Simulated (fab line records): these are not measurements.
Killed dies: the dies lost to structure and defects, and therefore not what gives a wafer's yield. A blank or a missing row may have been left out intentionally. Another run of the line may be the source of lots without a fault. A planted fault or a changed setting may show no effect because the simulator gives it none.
Split-lot study    flow n5_finfet    7 lots, 39 wafers read, on a route of 1938 steps

## THE SPLIT
At N5_PMOS_HMC_CHANNEL_EPI_EPI_20 (deposits SiGe30, target thk 59 nm), the setting temp_c was moved away from the recipe's 600 C on 12 of the 39 wafers read, by -0.8% to +0.8%. For the rest of the wafers, this setting stayed at what the recipe calls for.

The reading is taken at the split's own step.

## THE READING
SiGe30_of_PMOS_HMC_CHANNEL_EPI_EPI_20.thk_nm (the simulator's own value, which no gauge read), in nm, at N5_PMOS_HMC_CHANNEL_EPI_EPI_20 (deposits SiGe30, target thk 59 nm). The file gives no usual value for it. The 27 wafers here that ran the recipe average 58.91 nm, standard deviation 0.54 nm.

wafer   tool, chamber at the split  temp_c as run, C  against the recipe  SiGe30_of_PMOS_HMC_CHANNEL_EPI_EPI_20.thk_nm, nm  against lot-mates on the recipe
L077.1  epi_rpcvd-04, 0             600               recipe              59.04                                             -
L077.2  epi_rpcvd-04, 0             600               recipe              59.22                                             -
L077.6  epi_rpcvd-04, 0             600               recipe              59.27                                             -
L078.1  epi_rpcvd-02, 0             602               +0.3%               62.28                                             +2.68
L078.2  epi_rpcvd-02, 0             600               recipe              59.66                                             -
L078.3  epi_rpcvd-02, 0             600               recipe              59.8                                              -
L078.4  epi_rpcvd-02, 0             602               +0.3%               61.59                                             +1.99
L078.5  epi_rpcvd-02, 0             602               +0.3%               62.6                                              +3.00
L078.6  epi_rpcvd-02, 0             600               recipe              59.35                                             -
L084.1  epi_rpcvd-03, 0             600               recipe              58.9                                              -
L084.2  epi_rpcvd-03, 0             595               -0.8%               52.58                                             -5.79
L084.3  epi_rpcvd-03, 0             595               -0.8%               52.95                                             -5.42
L084.4  epi_rpcvd-03, 0             595               -0.8%               53.34                                             -5.03
L084.5  epi_rpcvd-03, 0             600               recipe              57.84                                             -
L084.6  epi_rpcvd-03, 0             600               recipe              58.37                                             -
L085.1  epi_rpcvd-02, 0             600               recipe              58.14                                             -
L085.5  epi_rpcvd-02, 0             600               recipe              58.14                                             -
L085.2  epi_rpcvd-02, 0             600               recipe              58.57                                             -
L085.3  epi_rpcvd-02, 0             600               recipe              58.43                                             -
L085.4  epi_rpcvd-02, 0             600               recipe              58.54                                             -
L085.6  epi_rpcvd-02, 0             600               recipe              58.96                                             -
L087.1  epi_rpcvd-02, 0             603.1             +0.5%               62.38                                             +3.37
L087.2  epi_rpcvd-02, 0             603.1             +0.5%               62.84                                             +3.83
L087.3  epi_rpcvd-02, 0             603.1             +0.5%               62.08                                             +3.07
L087.4  epi_rpcvd-02, 0             600               recipe              59.49                                             -
L087.5  epi_rpcvd-02, 0             600               recipe              59.06                                             -
L087.6  epi_rpcvd-02, 0             600               recipe              58.47                                             -
L090.1  epi_rpcvd-04, 0             600               recipe              59.74                                             -
L090.2  epi_rpcvd-04, 0             604.6             +0.8%               64.43                                             +4.76
L090.3  epi_rpcvd-04, 0             604.6             +0.8%               64.5                                              +4.83
L090.4  epi_rpcvd-04, 0             600               recipe              59.25                                             -
L090.5  epi_rpcvd-04, 0             600               recipe              60.01                                             -
L090.6  epi_rpcvd-04, 0             604.6             +0.8%               64.9                                              +5.23
L096.1  epi_rpcvd-02, 0             600               recipe              58.55                                             -
L096.2  epi_rpcvd-02, 0             600               recipe              58.9                                              -
L096.3  epi_rpcvd-02, 0             600               recipe              58.52                                             -
L096.4  epi_rpcvd-02, 0             600               recipe              58.71                                             -
L096.5  epi_rpcvd-02, 0             600               recipe              58.59                                             -
L096.6  epi_rpcvd-02, 0             600               recipe              58.94                                             -

FIT RESULTS
A straight line over all 39 wafers: SiGe30_of_PMOS_HMC_CHANNEL_EPI_EPI_20.thk_nm changes by +7.34 nm for each +1% of temp_c; r = +0.98; the points scatter about the line by 0.55 nm.
The same after taking each lot's own level away (the mean of its wafers on the recipe; 39 wafers): +6.57 nm for each +1%; r = +0.99; scatter 0.32 nm.
Per that fit: largest temp_c move, reading shift of 5.5 nm.
Across the lots, their own levels run from 58.370 to 59.667 nm, a range of 2.4 times the standard deviation given above.
In other words, the slope is changed by the lot-to-lot level; the two fits disagree.
Check: for one of the wafers moved furthest among these (-0.8%), held out of the fit, the line's prediction against its lot-mates is -5.36 nm. It came out at -5.79 nm against them.

## FURTHER SPLITS ON THESE WAFERS
Other splits were also applied to these wafers ahead of the reading. Each is held against what the fit with the lots' levels taken away leaves over:
other split on the same wafers     wafers away from the commonest value  r with SiGe30_of_PMOS_HMC_CHANNEL_EPI_EPI_20.thk_nm (lot level and that fit taken away)
N5_WELL_APT_IMPLANT_15 energy_kev  18                                    -0.29

## THE FILE'S OWN FIT
SiGe30_of_PMOS_HMC_CHANNEL_EPI_EPI_20.thk_nm changes by +6.58 nm for each +1% of temp_c, r = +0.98.
